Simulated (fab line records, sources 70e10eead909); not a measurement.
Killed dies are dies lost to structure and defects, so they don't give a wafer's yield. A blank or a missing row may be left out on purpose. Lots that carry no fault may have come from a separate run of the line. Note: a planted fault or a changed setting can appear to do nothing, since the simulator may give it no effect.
Which tool was responsible? + flow nand harc + Sampling: 24 lots, 72 wafers, 6 of 1302 route steps

WHAT THE GAUGES SHOWED, per wafer
No reading from a measuring or inspecting step in the record can be judged against a usual standard deviation.

WHICH TOOL RAN EACH LOT (tool, then ch and the chambers of the sampled wafers, then the start)
| lot  | NHARC_A_STAIRCASE_ETCH_190                    | NHARC_A_STAIRCASE_TRIM_198                    | NHARC_A_STAIRCASE_ETCH_203                    | NHARC_A_STAIRCASE_TRIM_224                    | NHARC_A_STAIRCASE_ETCH_225                    | NHARC_A_STAIRCASE_DESCUM_252       |
|------|-----------------------------------------------|-----------------------------------------------|-----------------------------------------------|-----------------------------------------------|-----------------------------------------------|------------------------------------|
| L074 | rie diel-08 ch 0,2, day 16 03:15 or earlier   | rie diel-06 ch 2,3, day 16 03:15 or earlier   | rie diel-06 ch 0,3, day 16 03:15 or earlier   | rie diel-08 ch 0,1,3, day 16 03:15 or earlier | rie diel-08 ch 0,2, day 16 03:15 or earlier   | rie diel-08 ch 2,3, day 16 03:15   |
| L075 | rie diel-06 ch 0,1,2, day 17 03:19 or earlier | rie diel-08 ch 1,2,3, day 17 03:19 or earlier | rie diel-08 ch 0,1,3, day 17 03:19 or earlier | rie diel-08 ch 0,2,3, day 17 03:19 or earlier | rie diel-08 ch 1,3, day 17 03:19 or earlier   | rie diel-10 ch 1,3, day 17 03:19   |
| L076 | rie diel-08 ch 0,1,2, day 17 05:35 or earlier | rie diel-08 ch 1,2,3, day 17 05:35 or earlier | rie diel-08 ch 0,2, day 17 05:35 or earlier   | rie diel-10 ch 0,1, day 17 05:35 or earlier   | rie diel-10 ch 1,3, day 17 05:35 or earlier   | rie diel-08 ch 0,3, day 17 05:35   |
| L077 | rie diel-08 ch 0,2,3, day 17 07:49 or earlier | rie diel-08 ch 0,2, day 17 07:49 or earlier   | rie diel-08 ch 0,2,3, day 17 07:49 or earlier | rie diel-10 ch 0,1,2, day 17 07:49 or earlier | rie diel-10 ch 0,1,3, day 17 07:49 or earlier | rie diel-08 ch 0,2,3, day 17 07:49 |
| L078 | rie diel-06 ch 1,3, day 17 18:24 or earlier   | rie diel-06 ch 0,1,3, day 17 18:24 or earlier | rie diel-06 ch 0,2, day 17 18:24 or earlier   | rie diel-08 ch 0,2,3, day 17 18:24 or earlier | rie diel-08 ch 1,3, day 17 18:24 or earlier   | rie diel-10 ch 0,1,2, day 17 18:24 |
| L079 | rie diel-06 ch 2,3, day 18 08:34 or earlier   | rie diel-06 ch 0,1,2, day 18 08:34 or earlier | rie diel-06 ch 0,2, day 18 08:34 or earlier   | rie diel-08 ch 0,2, day 18 08:34 or earlier   | rie diel-08 ch 0,1,3, day 18 08:34 or earlier | rie diel-10 ch 0,2,3, day 18 08:34 |
| L080 | rie diel-10 ch 0,2, day 18 15:16 or earlier   | rie diel-06 ch 0,2,3, day 18 15:16 or earlier | rie diel-06 ch 0,1,3, day 18 15:16 or earlier | rie diel-08 ch 0,2,3, day 18 15:16 or earlier | rie diel-08 ch 1,2,3, day 18 15:16 or earlier | rie diel-08 ch 0,1,3, day 18 15:16 |
| L081 | rie diel-06 ch 1,2,3, day 18 23:34 or earlier | rie diel-08 ch 0,1,3, day 18 23:34 or earlier | rie diel-08 ch 1,2,3, day 18 23:34 or earlier | rie diel-06 ch 2,3, day 18 23:34 or earlier   | rie diel-06 ch 2,3, day 18 23:34 or earlier   | rie diel-10 ch 0,1,2, day 18 23:34 |
| L082 | rie diel-06 ch 0,1,2, day 19 13:14 or earlier | rie diel-08 ch 1,3, day 19 13:14 or earlier   | rie diel-08 ch 1,2,3, day 19 13:14 or earlier | rie diel-08 ch 1,3, day 19 13:14 or earlier   | rie diel-08 ch 0,2,3, day 19 13:14 or earlier | rie diel-06 ch 0,1,2, day 19 13:14 |
| L083 | rie diel-06 ch 1,2,3, day 20 04:41 or earlier | rie diel-10 ch 1,3, day 20 04:41 or earlier   | rie diel-10 ch 0,2,3, day 20 04:41 or earlier | rie diel-08 ch 0,2,3, day 20 04:41 or earlier | rie diel-08 ch 1,2, day 20 04:41 or earlier   | rie diel-10 ch 1,3, day 20 04:41   |
| L084 | rie diel-08 ch 1,2, day 20 14:46 or earlier   | rie diel-10 ch 0,3, day 20 14:46 or earlier   | rie diel-10 ch 0,3, day 20 14:46 or earlier   | rie diel-10 ch 2,3, day 20 14:46 or earlier   | rie diel-10 ch 0,3, day 20 14:46 or earlier   | rie diel-06 ch 0,1,3, day 20 14:46 |
| L085 | rie diel-06 ch 0,2,3, day 21 02:14 or earlier | rie diel-08 ch 0,2,3, day 21 02:14 or earlier | rie diel-08 ch 0,1, day 21 02:14 or earlier   | rie diel-06 ch 1,3, day 21 02:14 or earlier   | rie diel-06 ch 0,1, day 21 02:14 or earlier   | rie diel-06 ch 0,2, day 21 02:14   |
| L087 | rie diel-10 ch 0,2,3, day 21 02:32 or earlier | rie diel-10 ch 0,2,3, day 21 02:32 or earlier | rie diel-10 ch 0,2,3, day 21 02:32 or earlier | rie diel-10 ch 0,2,3, day 21 02:32 or earlier | rie diel-10 ch 0,2,3, day 21 02:32 or earlier | rie diel-06 ch 0,2,3, day 21 02:32 |
| L086 | rie diel-08 ch 0,2,3, day 21 02:59 or earlier | rie diel-08 ch 1,2,3, day 21 02:59 or earlier | rie diel-08 ch 1,2,3, day 21 02:59 or earlier | rie diel-10 ch 2,3, day 21 02:59 or earlier   | rie diel-10 ch 0,3, day 21 02:59 or earlier   | rie diel-06 ch 1,2,3, day 21 02:59 |
| L088 | rie diel-06 ch 0,3, day 22 18:07 or earlier   | rie diel-06 ch 1,2,3, day 22 18:07 or earlier | rie diel-06 ch 0,1,3, day 22 18:07 or earlier | rie diel-06 ch 1,2, day 22 18:07 or earlier   | rie diel-06 ch 0,1, day 22 18:07 or earlier   | rie diel-08 ch 0,1,2, day 22 18:07 |
| L089 | rie diel-06 ch 1,2, day 22 21:52 or earlier   | rie diel-06 ch 0,1,3, day 22 21:52 or earlier | rie diel-06 ch 0,1, day 22 21:52 or earlier   | rie diel-06 ch 0,1,2, day 22 21:52 or earlier | rie diel-06 ch 0,1,2, day 22 21:52 or earlier | rie diel-10 ch 0,3, day 22 21:52   |
| L091 | rie diel-06 ch 0,1,2, day 22 23:25 or earlier | rie diel-08 ch 1,2,3, day 22 23:25 or earlier | rie diel-08 ch 0,1,3, day 22 23:25 or earlier | rie diel-08 ch 0,1,3, day 22 23:25 or earlier | rie diel-08 ch 1,2,3, day 22 23:25 or earlier | rie diel-06 ch 0,1,2, day 22 23:25 |
| L090 | rie diel-06 ch 0,1,2, day 22 23:59 or earlier | rie diel-08 ch 1,3, day 22 23:59 or earlier   | rie diel-08 ch 0,2,3, day 22 23:59 or earlier | rie diel-08 ch 0,1, day 22 23:59 or earlier   | rie diel-08 ch 2,3, day 22 23:59 or earlier   | rie diel-06 ch 2,3, day 22 23:59   |
| L092 | rie diel-08 ch 0,3, day 23 20:47 or earlier   | rie diel-10 ch 0,2,3, day 23 20:47 or earlier | rie diel-10 ch 0,3, day 23 20:47 or earlier   | rie diel-06 ch 0,3, day 23 20:47 or earlier   | rie diel-06 ch 0,2,3, day 23 20:47 or earlier | rie diel-06 ch 0,2,3, day 23 20:47 |
| L093 | rie diel-06 ch 1,2, day 23 21:13 or earlier   | rie diel-06 ch 2,3, day 23 21:13 or earlier   | rie diel-06 ch 1,2,3, day 23 21:13 or earlier | rie diel-06 ch 0,2, day 23 21:13 or earlier   | rie diel-06 ch 1,2,3, day 23 21:13 or earlier | rie diel-06 ch 0,1, day 23 21:13   |
| L094 | rie diel-10 ch 0,1,2, day 24 07:49 or earlier | rie diel-10 ch 1,2,3, day 24 07:49 or earlier | rie diel-10 ch 1,2,3, day 24 07:49 or earlier | rie diel-06 ch 0,2,3, day 24 07:49 or earlier | rie diel-06 ch 0,1,3, day 24 07:49 or earlier | rie diel-08 ch 0,1,3, day 24 07:49 |
| L095 | rie diel-06 ch 0,1, day 24 15:15 or earlier   | rie diel-06 ch 0,2, day 24 15:15 or earlier   | rie diel-06 ch 0,1,2, day 24 15:15 or earlier | rie diel-08 ch 0,1, day 24 15:15 or earlier   | rie diel-08 ch 2,3, day 24 15:15 or earlier   | rie diel-10 ch 0,1, day 24 15:15   |
| L096 | rie diel-06 ch 1,3, day 25 02:53 or earlier   | rie diel-08 ch 2,3, day 25 02:53 or earlier   | rie diel-08 ch 1,2, day 25 02:53 or earlier   | rie diel-06 ch 0,2,3, day 25 02:53 or earlier | rie diel-06 ch 0,2, day 25 02:53 or earlier   | rie diel-08 ch 2,3, day 25 02:53   |
| L097 | rie diel-06 ch 0,1, day 25 08:38 or earlier   | rie diel-10 ch 1,2, day 25 08:38 or earlier   | rie diel-10 ch 1,3, day 25 08:38 or earlier   | rie diel-06 ch 0,2,3, day 25 08:38 or earlier | rie diel-06 ch 1,2, day 25 08:38 or earlier   | rie diel-10 ch 2,3, day 25 08:38   |
- NHARC_A_STAIRCASE_ETCH_190: etches the open film in C4F8/O2, target depth 100 nm, time 40.5 s.
- NHARC_A_STAIRCASE_TRIM_198: chemistry O2, time 211.2 s.
- NHARC_A_STAIRCASE_ETCH_203: etches the open film in C4F8/O2, target depth 100 nm, time 40.5 s.
- NHARC_A_STAIRCASE_TRIM_224: chemistry O2, time 211.2 s.
- NHARC_A_STAIRCASE_ETCH_225: etches the open film in C4F8/O2, target depth 100 nm, time 40.5 s.
- NHARC_A_STAIRCASE_DESCUM_252: chemistry O2, time 3 s.

AS READ BY THE TOOLS THEMSELVES (means over the sampled wafers that have a number; for cases with no such wafer, the mark the record gives instead)
NHARC_A_STAIRCASE_ETCH_190.
| lot  | tool        | oes product au (a.u.) | rf vpp V (V) |
|------|-------------|-----------------------|--------------|
| L074 | rie diel-08 | 0.969                 | 890          |
| L075 | rie diel-06 | 0.951                 | 896          |
| L076 | rie diel-08 | 0.961                 | 900          |
| L077 | rie diel-08 | 0.948                 | 902          |
| L078 | rie diel-06 | 0.939                 | 892          |
| L079 | rie diel-06 | 0.955                 | 896          |
| L080 | rie diel-10 | 0.950                 | 905          |
| L081 | rie diel-06 | 0.943                 | 896          |
| L082 | rie diel-06 | 0.959                 | 897          |
| L083 | rie diel-06 | 0.930                 | 896          |
| L084 | rie diel-08 | 0.944                 | 896          |
| L085 | rie diel-06 | 0.957                 | 896          |
| L087 | rie diel-10 | 0.939                 | 902          |
| L086 | rie diel-08 | 0.947                 | 900          |
| L088 | rie diel-06 | 0.932                 | 892          |
| L089 | rie diel-06 | 0.936                 | 899          |
| L091 | rie diel-06 | 0.939                 | 896          |
| L090 | rie diel-06 | 0.943                 | 895          |
| L092 | rie diel-08 | 0.941                 | 900          |
| L093 | rie diel-06 | 0.963                 | 893          |
| L094 | rie diel-10 | 0.945                 | 904          |
| L095 | rie diel-06 | 0.952                 | 891          |
| L096 | rie diel-06 | 0.947                 | 890          |
| L097 | rie diel-06 | 0.954                 | 891          |

NHARC_A_STAIRCASE_TRIM_198.
| lot  | tool        | drypump motor current A (A) | oes product au (a.u.) | rf vpp V (V) | showerhead plenum p Torr (Torr) | throttle valve pct (%) |
|------|-------------|-----------------------------|-----------------------|--------------|---------------------------------|------------------------|
| L074 | rie diel-06 | 6.2                         | 1.002                 | 57.6         | 3.56                            | 17.033                 |
| L075 | rie diel-08 | 5.7                         | 1.012                 | 58.4         | 3.58                            | 17.037                 |
| L076 | rie diel-08 | 5.6                         | 1.013                 | 57.8         | 3.58                            | 17.037                 |
| L077 | rie diel-08 | 6.2                         | 1.016                 | 58.5         | 3.72                            | 17.032                 |
| L078 | rie diel-06 | 6.0                         | 1.006                 | 57.2         | 3.41                            | 17.027                 |
| L079 | rie diel-06 | 6.0                         | 1.007                 | 57.4         | 3.53                            | 17.033                 |
| L080 | rie diel-06 | 6.3                         | 1.012                 | 58.2         | 3.55                            | 17.039                 |
| L081 | rie diel-08 | 5.6                         | 1.000                 | 58.2         | 3.65                            | 17.047                 |
| L082 | rie diel-08 | 5.2                         | 1.000                 | 57.4         | 3.58                            | 17.039                 |
| L083 | rie diel-10 | 5.7                         | 0.994                 | 58.2         | 3.61                            | 17.035                 |
| L084 | rie diel-10 | 5.5                         | 0.997                 | 57.7         | 3.62                            | 17.042                 |
| L085 | rie diel-08 | 5.9                         | 1.004                 | 58.1         | 3.64                            | 17.036                 |
| L087 | rie diel-10 | 5.3                         | 0.995                 | 58.2         | 3.70                            | 17.038                 |
| L086 | rie diel-08 | 5.7                         | 0.995                 | 57.0         | 3.56                            | 17.042                 |
| L088 | rie diel-06 | 6.0                         | 1.004                 | 57.2         | 3.51                            | 17.037                 |
| L089 | rie diel-06 | 6.0                         | 1.012                 | 57.2         | 3.39                            | 17.045                 |
| L091 | rie diel-08 | 5.7                         | 0.999                 | 57.8         | 3.55                            | 17.045                 |
| L090 | rie diel-08 | 5.2                         | 0.996                 | 57.8         | 3.57                            | 17.038                 |
| L092 | rie diel-10 | 5.3                         | 0.988                 | 58.0         | 3.69                            | 17.040                 |
| L093 | rie diel-06 | 6.3                         | 0.975                 | 57.5         | 3.52                            | 17.040                 |
| L094 | rie diel-10 | 5.5                         | 0.995                 | 57.8         | 3.68                            | 17.030                 |
| L095 | rie diel-06 | 6.2                         | 0.995                 | 58.0         | 3.53                            | 17.031                 |
| L096 | rie diel-08 | 5.5                         | 1.019                 | 58.1         | 3.56                            | 17.040                 |
| L097 | rie diel-10 | 5.3                         | 0.994                 | 58.8         | 3.74                            | 17.035                 |

NHARC_A_STAIRCASE_ETCH_203.
| lot  | tool        | oes product au (a.u.) | rf vpp V (V) |
|------|-------------|-----------------------|--------------|
| L074 | rie diel-06 | 0.954                 | 893          |
| L075 | rie diel-08 | 0.954                 | 901          |
| L076 | rie diel-08 | 0.955                 | 900          |
| L077 | rie diel-08 | 0.960                 | 900          |
| L078 | rie diel-06 | 0.961                 | 897          |
| L079 | rie diel-06 | 0.952                 | 901          |
| L080 | rie diel-06 | 0.948                 | 892          |
| L081 | rie diel-08 | 0.952                 | 897          |
| L082 | rie diel-08 | 0.950                 | 897          |
| L083 | rie diel-10 | 0.940                 | 902          |
| L084 | rie diel-10 | 0.941                 | 899          |
| L085 | rie diel-08 | 0.953                 | 904          |
| L087 | rie diel-10 | 0.947                 | 903          |
| L086 | rie diel-08 | 0.944                 | 897          |
| L088 | rie diel-06 | 0.939                 | 890          |
| L089 | rie diel-06 | 0.944                 | 891          |
| L091 | rie diel-08 | 0.931                 | 900          |
| L090 | rie diel-08 | 0.955                 | 898          |
| L092 | rie diel-10 | 0.928                 | 899          |
| L093 | rie diel-06 | 0.939                 | 896          |
| L094 | rie diel-10 | 0.928                 | 901          |
| L095 | rie diel-06 | 0.951                 | 895          |
| L096 | rie diel-08 | 0.947                 | 896          |
| L097 | rie diel-10 | 0.932                 | 898          |

NHARC_A_STAIRCASE_TRIM_224.
| lot  | tool        | drypump motor current A (A) | oes product au (a.u.) | rf vpp V (V) | showerhead plenum p Torr (Torr) | throttle valve pct (%) |
|------|-------------|-----------------------------|-----------------------|--------------|---------------------------------|------------------------|
| L074 | rie diel-08 | 5.5                         | 1.023                 | 57.5         | 3.49                            | 17.033                 |
| L075 | rie diel-08 | 5.8                         | 1.008                 | 58.8         | 3.66                            | 17.033                 |
| L076 | rie diel-10 | 5.3                         | 1.008                 | 59.2         | 3.76                            | 17.030                 |
| L077 | rie diel-10 | 5.2                         | 1.015                 | 57.7         | 3.77                            | 17.043                 |
| L078 | rie diel-08 | 5.8                         | 1.009                 | 58.7         | 3.65                            | 17.033                 |
| L079 | rie diel-08 | 6.1                         | 1.017                 | 57.9         | 3.71                            | 17.043                 |
| L080 | rie diel-08 | 5.9                         | 1.008                 | 58.2         | 3.65                            | 17.040                 |
| L081 | rie diel-06 | 6.3                         | 1.005                 | 57.2         | 3.67                            | 17.037                 |
| L082 | rie diel-08 | 5.2                         | 0.999                 | 58.7         | 3.58                            | 17.022                 |
| L083 | rie diel-08 | 5.8                         | 1.003                 | 57.1         | 3.64                            | 17.042                 |
| L084 | rie diel-10 | 5.6                         | 0.998                 | 57.3         | 3.62                            | 17.032                 |
| L085 | rie diel-06 | 6.0                         | 1.004                 | 57.3         | 3.40                            | 17.038                 |
| L087 | rie diel-10 | 5.3                         | 0.995                 | 58.7         | 3.70                            | 17.040                 |
| L086 | rie diel-10 | 5.6                         | 1.000                 | 58.0         | 3.62                            | 17.046                 |
| L088 | rie diel-06 | 6.0                         | 0.997                 | 58.2         | 3.63                            | 17.033                 |
| L089 | rie diel-06 | 6.0                         | 1.006                 | 57.1         | 3.51                            | 17.042                 |
| L091 | rie diel-08 | 5.5                         | 1.007                 | 58.1         | 3.63                            | 17.040                 |
| L090 | rie diel-08 | 5.7                         | 1.009                 | 57.8         | 3.61                            | 17.037                 |
| L092 | rie diel-06 | 6.2                         | 0.989                 | 58.3         | 3.41                            | 17.032                 |
| L093 | rie diel-06 | 6.3                         | 0.990                 | 58.4         | 3.64                            | 17.030                 |
| L094 | rie diel-06 | 6.2                         | 0.991                 | 58.1         | 3.52                            | 17.027                 |
| L095 | rie diel-08 | 5.9                         | 1.010                 | 58.5         | 3.69                            | 17.027                 |
| L096 | rie diel-06 | 6.2                         | 0.985                 | 58.2         | 3.52                            | 17.030                 |
| L097 | rie diel-06 | 6.2                         | 0.988                 | 57.8         | 3.52                            | 17.035                 |

NHARC_A_STAIRCASE_ETCH_225.
| lot  | tool        | oes product au (a.u.) | rf vpp V (V) |
|------|-------------|-----------------------|--------------|
| L074 | rie diel-08 | 0.958                 | 893          |
| L075 | rie diel-08 | 0.931                 | 899          |
| L076 | rie diel-10 | 0.934                 | 899          |
| L077 | rie diel-10 | 0.945                 | 902          |
| L078 | rie diel-08 | 0.949                 | 898          |
| L079 | rie diel-08 | 0.945                 | 901          |
| L080 | rie diel-08 | 0.949                 | 898          |
| L081 | rie diel-06 | 0.947                 | 897          |
| L082 | rie diel-08 | 0.940                 | 900          |
| L083 | rie diel-08 | 0.947                 | 896          |
| L084 | rie diel-10 | 0.924                 | 900          |
| L085 | rie diel-06 | 0.955                 | 892          |
| L087 | rie diel-10 | 0.931                 | 901          |
| L086 | rie diel-10 | 0.932                 | 903          |
| L088 | rie diel-06 | 0.955                 | 891          |
| L089 | rie diel-06 | 0.939                 | 896          |
| L091 | rie diel-08 | 0.941                 | 896          |
| L090 | rie diel-08 | 0.942                 | 897          |
| L092 | rie diel-06 | 0.930                 | 896          |
| L093 | rie diel-06 | 0.925                 | 894          |
| L094 | rie diel-06 | 0.937                 | 890          |
| L095 | rie diel-08 | 0.957                 | 897          |
| L096 | rie diel-06 | 0.942                 | 895          |
| L097 | rie diel-06 | 0.950                 | 899          |

NHARC_A_STAIRCASE_DESCUM_252.
| lot  | tool        | drypump motor current A (A) | oes product au (a.u.) | rf vpp V (V) | showerhead plenum p Torr (Torr) | throttle valve pct (%) |
|------|-------------|-----------------------------|-----------------------|--------------|---------------------------------|------------------------|
| L074 | rie diel-08 | 5.5                         | 1.016                 | 58.1         | 1.96                            | 11.309                 |
| L075 | rie diel-10 | 5.6                         | 1.001                 | 57.9         | 2.00                            | 11.312                 |
| L076 | rie diel-08 | 5.4                         | 1.008                 | 58.2         | 2.00                            | 11.310                 |
| L077 | rie diel-08 | 5.8                         | 1.014                 | 57.0         | 1.98                            | 11.311                 |
| L078 | rie diel-10 | 5.2                         | 1.014                 | 59.0         | 2.05                            | 11.311                 |
| L079 | rie diel-10 | 5.3                         | 1.008                 | 57.9         | 2.02                            | 11.314                 |
| L080 | rie diel-08 | 5.5                         | 1.001                 | 57.6         | 1.99                            | 11.312                 |
| L081 | rie diel-10 | 5.2                         | 1.000                 | 58.2         | 2.05                            | 11.305                 |
| L082 | rie diel-06 | 6.0                         | 1.005                 | 57.6         | 1.91                            | 11.305                 |
| L083 | rie diel-10 | 5.7                         | 0.998                 | 57.5         | 1.96                            | 11.310                 |
| L084 | rie diel-06 | 6.0                         | 1.006                 | 56.9         | 1.84                            | 11.310                 |
| L085 | rie diel-06 | 6.2                         | 1.005                 | 57.6         | 1.99                            | 11.311                 |
| L087 | rie diel-06 | 6.3                         | 1.003                 | 59.0         | 1.92                            | 11.319                 |
| L086 | rie diel-06 | 6.0                         | 0.999                 | 58.1         | 1.91                            | 11.316                 |
| L088 | rie diel-08 | 5.9                         | 1.015                 | 58.3         | 1.96                            | 11.312                 |
| L089 | rie diel-10 | 5.5                         | 0.988                 | 58.0         | 1.96                            | 11.313                 |
| L091 | rie diel-06 | 6.0                         | 1.002                 | 56.6         | 1.90                            | 11.303                 |
| L090 | rie diel-06 | 6.3                         | 0.976                 | 58.7         | 1.91                            | 11.298                 |
| L092 | rie diel-06 | 6.2                         | 0.985                 | 57.8         | 1.91                            | 11.303                 |
| L093 | rie diel-06 | 5.7                         | 1.018                 | 57.3         | 1.82                            | 11.310                 |
| L094 | rie diel-08 | 5.6                         | 1.011                 | 58.9         | 1.97                            | 11.309                 |
| L095 | rie diel-10 | 5.2                         | 1.002                 | 58.7         | 2.04                            | 11.310                 |
| L096 | rie diel-08 | 5.5                         | 1.012                 | 59.0         | 1.93                            | 11.314                 |
| L097 | rie diel-10 | 5.5                         | 0.992                 | 58.1         | 1.96                            | 11.308                 |

THE ANSWER, worked out from the rows above alone
Rule: the usual values come from the lots themselves. The widest of any qualifying gaps counts: lots, ordered by their means at a reading, are off when they make up no more than a third of the lots, leave a main group of 4 or more, and stand apart from it by 3 or more times the standard deviation of that group's means. The tables above print the reading to a certain number of digits; a main group whose means all agree to those digits is not used. A lot without any number at a reading at which 4 lots or more have one is off too. Where the step has rows for the other lots, those lots are counted as sound. First the gauges in route order, then the tools' own readings, where a lot's mean is used as printed above. The first step at which some lot is off is used, and at that step the reading that is off furthest; a lot without a number counts as furthest.
Nothing can be told from this: no lot is off at any reading shown.

WHAT HAD BEEN PUT IN BY THE SIMULATOR
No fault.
